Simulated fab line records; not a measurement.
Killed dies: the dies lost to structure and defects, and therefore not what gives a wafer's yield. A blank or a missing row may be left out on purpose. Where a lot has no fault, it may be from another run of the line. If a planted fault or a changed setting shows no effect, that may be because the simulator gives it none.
Chamber matching ; flow nandHarc ; rieDiel-12 running NHARC_A_CONTACT_ETCH_48: 4 sister chambers
The step etches the open film in CF4, target depth 39 nm, time 65 s. 4 wafers are shown with their chamber, then 10 later ones without.

WAFERS PAIRED WITH THEIR CHAMBERS
wafer;chamber;showerheadPlenumPTorr (Torr)
L080.1;1;1.72
L083.5;3;1.82
L084.2;2;1.87
L084.3;0;1.64

WAFERS WITH NO CHAMBER GIVEN
wafer;showerheadPlenumPTorr (Torr)
L084.5;1.72
L087.3;1.72
L087.5;1.72
L087.6;1.64
L090.1;1.72
L090.3;1.87
L090.6;1.64
L091.1;1.64
L091.5;1.64
L091.6;1.81

EACH ONE'S CHAMBER
wafer;from the rows above;in truth
L084.5;1;1
L087.3;1;1
L087.5;1;1
L087.6;0;0
L090.1;1;1
L090.3;2;2
L090.6;0;0
L091.1;0;0
L091.5;0;0
L091.6;3;3
Correctly placed: 10 of 10. Can't be placed from these rows: 0. Placed wrongly: 0.
How it was worked out, from the rows above alone: a wafer's distance from a chamber is the root of the sum, over the readings, of the square of ((its reading less the chamber's mean) divided by the reading's scatter). If the next closest chamber is less than 2 further off than the closest, the wafer can't be placed; otherwise it belongs to the closest. For every chamber, the mean is computed from those of its wafers that are shown. The scatter: root of mean squared gap, hidden wafer to nearest shown wafer, with one shown wafer a chamber.
